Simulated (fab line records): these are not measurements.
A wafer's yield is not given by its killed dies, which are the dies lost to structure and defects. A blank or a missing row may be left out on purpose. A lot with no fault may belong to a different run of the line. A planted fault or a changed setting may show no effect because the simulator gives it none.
Lot-split experiment :: flow n5_finfet :: route with 1938 steps; 7 lots, 39 wafers read

== ABOUT THE SPLIT ==
At N5_BEOL_M0_SAQP_ALD_48 (deposits SiO2, target thk 20 nm, pulse time 1 s, co reactant pulse time 1 s), the setting ald_cycles was moved away from the recipe's 139 on 9 of the 39 wafers read, by -35.3% to +51.1%. For the rest of the wafers, this setting stayed at what the recipe calls for.

== FROM THE SPLIT TO THE READING: what the file shows between them, 8 steps ==
- N5_BEOL_M0_SAQP_ETCH_49: etches SiO2 in CF4/O2, target depth 37 nm
- N5_BEOL_M0_SAQP_STRIP_75: strips in CF4
- N5_BEOL_M0_CUTY_COAT_50: time 60 s, resist thk 15 nm
- N5_BEOL_M0_CUTY_DESCUM_61: chemistry O2, time 7.9 s
- N5_BEOL_M0_CUTY_ETCH_62: etches SiARC in CF4, time 58.5 s
- N5_BEOL_M0_CUTY_ETCH_63: etches SOC in N2/H2, target depth 82.7 nm, overetch 16.5 nm, time 124 s
- N5_BEOL_M0_CUTY_STRIP_64: strips in N2/H2
- N5_BEOL_M0_ETCH_138: etches SiCN in CH3F/O2, target depth 12 nm, time 31.6 s

== THE READING ==
SiO2_of_BEOL_M0_SAQP_ALD_48.thk_nm (the simulator's own value, which no gauge read), in nm, at N5_BEOL_M0_HM_OPEN_105 (chemistry Cl2/BCl3, target TiN, target depth 12 nm). No usual value for it is given in the file. Across the 30 wafers here that went through the recipe, the average is 11.3 nm and the standard deviation 0.39 nm.

wafer: L078.1
tool, chamber at the split: ald_sin-02, 2,0
ald_cycles as run: 210
against the recipe: +51.1%
SiO2_of_BEOL_M0_SAQP_ALD_48.thk_nm, nm: 17.2
against lot-mates on the recipe: +5.9

wafer: L078.2
tool, chamber at the split: ald_sin-02, 1,3,2
ald_cycles as run: 139
against the recipe: recipe
SiO2_of_BEOL_M0_SAQP_ALD_48.thk_nm, nm: 11.6
against lot-mates on the recipe: -

wafer: L078.3
tool, chamber at the split: ald_sin-02, 2,0
ald_cycles as run: 210
against the recipe: +51.1%
SiO2_of_BEOL_M0_SAQP_ALD_48.thk_nm, nm: 17.4
against lot-mates on the recipe: +6.1

wafer: L078.4
tool, chamber at the split: ald_sin-02, 1,3,2
ald_cycles as run: 139
against the recipe: recipe
SiO2_of_BEOL_M0_SAQP_ALD_48.thk_nm, nm: 11
against lot-mates on the recipe: -

wafer: L078.5
tool, chamber at the split: ald_sin-02, 1,3,2
ald_cycles as run: 139
against the recipe: recipe
SiO2_of_BEOL_M0_SAQP_ALD_48.thk_nm, nm: 11.2
against lot-mates on the recipe: -

wafer: L078.6
tool, chamber at the split: ald_sin-02, 3
ald_cycles as run: 210
against the recipe: +51.1%
SiO2_of_BEOL_M0_SAQP_ALD_48.thk_nm, nm: 17.8
against lot-mates on the recipe: +6.5

wafer: L079.1
tool, chamber at the split: ald_sin-02, 2,0,3
ald_cycles as run: 90
against the recipe: -35.3%
SiO2_of_BEOL_M0_SAQP_ALD_48.thk_nm, nm: 7.2
against lot-mates on the recipe: -4.0

wafer: L079.2
tool, chamber at the split: ald_sin-02, 1,0,1
ald_cycles as run: 139
against the recipe: recipe
SiO2_of_BEOL_M0_SAQP_ALD_48.thk_nm, nm: 11
against lot-mates on the recipe: -

wafer: L079.6
tool, chamber at the split: ald_sin-02, 1,0,1
ald_cycles as run: 139
against the recipe: recipe
SiO2_of_BEOL_M0_SAQP_ALD_48.thk_nm, nm: 11
against lot-mates on the recipe: -

wafer: L079.3
tool, chamber at the split: ald_sin-02, 2,0,3
ald_cycles as run: 90
against the recipe: -35.3%
SiO2_of_BEOL_M0_SAQP_ALD_48.thk_nm, nm: 7
against lot-mates on the recipe: -4.2

wafer: L079.4
tool, chamber at the split: ald_sin-02, 2,0,3
ald_cycles as run: 90
against the recipe: -35.3%
SiO2_of_BEOL_M0_SAQP_ALD_48.thk_nm, nm: 6.8
against lot-mates on the recipe: -4.4

wafer: L079.5
tool, chamber at the split: ald_sin-02, 1,0,1
ald_cycles as run: 139
against the recipe: recipe
SiO2_of_BEOL_M0_SAQP_ALD_48.thk_nm, nm: 11.6
against lot-mates on the recipe: -

wafer: L082.1
tool, chamber at the split: ald_sin-01, 0,2,0,2
ald_cycles as run: 139
against the recipe: recipe
SiO2_of_BEOL_M0_SAQP_ALD_48.thk_nm, nm: 10.8
against lot-mates on the recipe: -

wafer: L082.2
tool, chamber at the split: ald_sin-01, 0,2,0,2
ald_cycles as run: 139
against the recipe: recipe
SiO2_of_BEOL_M0_SAQP_ALD_48.thk_nm, nm: 10.8
against lot-mates on the recipe: -

wafer: L082.3
tool, chamber at the split: ald_sin-01, 1
ald_cycles as run: 139
against the recipe: recipe
SiO2_of_BEOL_M0_SAQP_ALD_48.thk_nm, nm: 10.8
against lot-mates on the recipe: -

wafer: L082.5
tool, chamber at the split: ald_sin-01, 1
ald_cycles as run: 139
against the recipe: recipe
SiO2_of_BEOL_M0_SAQP_ALD_48.thk_nm, nm: 10.8
against lot-mates on the recipe: -

wafer: L082.4
tool, chamber at the split: ald_sin-01, 0,2,0,2
ald_cycles as run: 139
against the recipe: recipe
SiO2_of_BEOL_M0_SAQP_ALD_48.thk_nm, nm: 11.4
against lot-mates on the recipe: -

wafer: L082.6
tool, chamber at the split: ald_sin-01, 0,2,0,2
ald_cycles as run: 139
against the recipe: recipe
SiO2_of_BEOL_M0_SAQP_ALD_48.thk_nm, nm: 11.6
against lot-mates on the recipe: -

wafer: L083.1
tool, chamber at the split: ald_sin-01, 1,0,2,3,3,2
ald_cycles as run: 139
against the recipe: recipe
SiO2_of_BEOL_M0_SAQP_ALD_48.thk_nm, nm: 11.6
against lot-mates on the recipe: -

wafer: L083.5
tool, chamber at the split: ald_sin-01, 1,0,2,3,3,2
ald_cycles as run: 139
against the recipe: recipe
SiO2_of_BEOL_M0_SAQP_ALD_48.thk_nm, nm: 11.6
against lot-mates on the recipe: -

wafer: L083.2
tool, chamber at the split: ald_sin-01, 1,0,2,3,3,2
ald_cycles as run: 139
against the recipe: recipe
SiO2_of_BEOL_M0_SAQP_ALD_48.thk_nm, nm: 11.2
against lot-mates on the recipe: -

wafer: L083.3
tool, chamber at the split: ald_sin-01, 1,0,2,3,3,2
ald_cycles as run: 139
against the recipe: recipe
SiO2_of_BEOL_M0_SAQP_ALD_48.thk_nm, nm: 11.2
against lot-mates on the recipe: -

wafer: L083.4
tool, chamber at the split: ald_sin-01, 1,0,2,3,3,2
ald_cycles as run: 139
against the recipe: recipe
SiO2_of_BEOL_M0_SAQP_ALD_48.thk_nm, nm: 10.8
against lot-mates on the recipe: -

wafer: L083.6
tool, chamber at the split: ald_sin-01, 1,0,2,3,3,2
ald_cycles as run: 139
against the recipe: recipe
SiO2_of_BEOL_M0_SAQP_ALD_48.thk_nm, nm: 11
against lot-mates on the recipe: -

wafer: L087.3
tool, chamber at the split: ald_sin-01, 1,2
ald_cycles as run: 139
against the recipe: recipe
SiO2_of_BEOL_M0_SAQP_ALD_48.thk_nm, nm: 11.2
against lot-mates on the recipe: -

wafer: L087.6
tool, chamber at the split: ald_sin-01, 1,2
ald_cycles as run: 139
against the recipe: recipe
SiO2_of_BEOL_M0_SAQP_ALD_48.thk_nm, nm: 11.2
against lot-mates on the recipe: -

wafer: L087.5
tool, chamber at the split: ald_sin-01, 3
ald_cycles as run: 139
against the recipe: recipe
SiO2_of_BEOL_M0_SAQP_ALD_48.thk_nm, nm: 11.4
against lot-mates on the recipe: -

wafer: L093.1
tool, chamber at the split: ald_sin-02, 2,3,2,3
ald_cycles as run: 139
against the recipe: recipe
SiO2_of_BEOL_M0_SAQP_ALD_48.thk_nm, nm: 11.4
against lot-mates on the recipe: -

wafer: L093.5
tool, chamber at the split: ald_sin-02, 2,3,2,3
ald_cycles as run: 139
against the recipe: recipe
SiO2_of_BEOL_M0_SAQP_ALD_48.thk_nm, nm: 11.4
against lot-mates on the recipe: -

wafer: L093.6
tool, chamber at the split: ald_sin-02, 2,3,2,3
ald_cycles as run: 139
against the recipe: recipe
SiO2_of_BEOL_M0_SAQP_ALD_48.thk_nm, nm: 11.4
against lot-mates on the recipe: -

wafer: L093.2
tool, chamber at the split: ald_sin-02, 2,3,2,3
ald_cycles as run: 139
against the recipe: recipe
SiO2_of_BEOL_M0_SAQP_ALD_48.thk_nm, nm: 11.2
against lot-mates on the recipe: -

wafer: L093.3
tool, chamber at the split: ald_sin-02, 0,1
ald_cycles as run: 139
against the recipe: recipe
SiO2_of_BEOL_M0_SAQP_ALD_48.thk_nm, nm: 12
against lot-mates on the recipe: -

wafer: L093.4
tool, chamber at the split: ald_sin-02, 0,1
ald_cycles as run: 139
against the recipe: recipe
SiO2_of_BEOL_M0_SAQP_ALD_48.thk_nm, nm: 11
against lot-mates on the recipe: -

wafer: L094.1
tool, chamber at the split: ald_sin-04, 1,3,3
ald_cycles as run: 208
against the recipe: +49.6%
SiO2_of_BEOL_M0_SAQP_ALD_48.thk_nm, nm: 17
against lot-mates on the recipe: +5.1

wafer: L094.2
tool, chamber at the split: ald_sin-04, 1,3,3
ald_cycles as run: 208
against the recipe: +49.6%
SiO2_of_BEOL_M0_SAQP_ALD_48.thk_nm, nm: 17
against lot-mates on the recipe: +5.1

wafer: L094.3
tool, chamber at the split: ald_sin-04, 2,0,0
ald_cycles as run: 139
against the recipe: recipe
SiO2_of_BEOL_M0_SAQP_ALD_48.thk_nm, nm: 11.4
against lot-mates on the recipe: -

wafer: L094.4
tool, chamber at the split: ald_sin-04, 2,0,0
ald_cycles as run: 139
against the recipe: recipe
SiO2_of_BEOL_M0_SAQP_ALD_48.thk_nm, nm: 12.4
against lot-mates on the recipe: -

wafer: L094.5
tool, chamber at the split: ald_sin-04, 2,0,0
ald_cycles as run: 139
against the recipe: recipe
SiO2_of_BEOL_M0_SAQP_ALD_48.thk_nm, nm: 12
against lot-mates on the recipe: -

wafer: L094.6
tool, chamber at the split: ald_sin-04, 1,3,3
ald_cycles as run: 208
against the recipe: +49.6%
SiO2_of_BEOL_M0_SAQP_ALD_48.thk_nm, nm: 16.8
against lot-mates on the recipe: +4.9
Where a row lists several chambers, the file gives one row for several wafers and doesn't say which wafer went through which chamber.

THE FIT
A straight line over all 39 wafers: SiO2_of_BEOL_M0_SAQP_ALD_48.thk_nm changes by +0.118 nm for each +1% of ald_cycles; r = +0.99; the points scatter about the line by 0.37 nm.
The same after taking each lot's own level away (the mean of its wafers on the recipe; 39 wafers): +0.113 nm for each +1%; r = +0.99; scatter 0.36 nm.
Per that fit: largest ald_cycles move, reading shift of 5.8 nm.
From 11.03 to 11.93 nm: that is the span of the lots' own levels, equal to 2.3 times the standard deviation above.
The two slopes agree, so the slope changes little with the lot-to-lot level.
Check: with one of the wafers moved furthest among these (+51.1%) left out of the fit, the line predicts +5.72 nm for it against its lot-mates. It came out at +5.93 nm against them.

== FURTHER SPLITS ON THESE WAFERS ==
Before the reading, these wafers also passed through other splits. Each is held against what the fit with the lots' levels taken away leaves over:
other split on the same wafers: N5_STI_FIN_REVEAL_ETCHBACK_08 time_s
wafers away from the commonest value: 9
r with SiO2_of_BEOL_M0_SAQP_ALD_48.thk_nm (lot level and that fit taken away): +0.04

other split on the same wafers: N5_HKMG_FIN_HK_ALD_01 ald_cycles
wafers away from the commonest value: 12
r with SiO2_of_BEOL_M0_SAQP_ALD_48.thk_nm (lot level and that fit taken away): +0.22

== THE WHOLE CHAIN: every reading that the file lists as answering this split, in the file's order ==
step: N5_BEOL_M0_SAQP_ALD_48
what it does: deposits SiO2, target thk 20 nm, pulse time 1 s, co reactant pulse time 1 s
reading: SiO2_of_BEOL_M0_SAQP_ALD_48.thk_nm (the simulator's own value, which no gauge read)
change (the file's fit): +0.199 nm for each +1% of the setting
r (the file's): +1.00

step: N5_BEOL_M0_SAQP_ETCH_49
what it does: etches SiO2 in CF4/O2, target depth 37 nm
reading: SiO2_of_BEOL_M0_SAQP_ALD_48.thk_nm (the simulator's own value, which no gauge read)
change (the file's fit): +0.144 nm for each +1% of the setting
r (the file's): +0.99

step: N5_BEOL_M0_CUTY_ETCH_62
what it does: etches SiARC in CF4, time 58.5 s
reading: SiO2_of_BEOL_M0_SAQP_ALD_48.thk_nm (the simulator's own value, which no gauge read)
change (the file's fit): +0.126 nm for each +1% of the setting
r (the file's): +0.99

step: N5_BEOL_M0_CUTY_ETCH_63
what it does: etches SOC in N2/H2, target depth 82.7 nm, overetch 16.5 nm, time 124 s
reading: SiO2_of_BEOL_M0_SAQP_ALD_48.thk_nm (the simulator's own value, which no gauge read)
change (the file's fit): +0.12 nm for each +1% of the setting
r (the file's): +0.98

step: N5_BEOL_M0_HM_OPEN_105
what it does: chemistry Cl2/BCl3, target TiN, target depth 12 nm
reading: SiO2_of_BEOL_M0_SAQP_ALD_48.thk_nm (the simulator's own value, which no gauge read)
change (the file's fit): +0.113 nm for each +1% of the setting
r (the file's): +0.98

== THE FILE'S OWN FIT ==
SiO2_of_BEOL_M0_SAQP_ALD_48.thk_nm changes by +0.113 nm for each +1% of ald_cycles, r = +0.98.
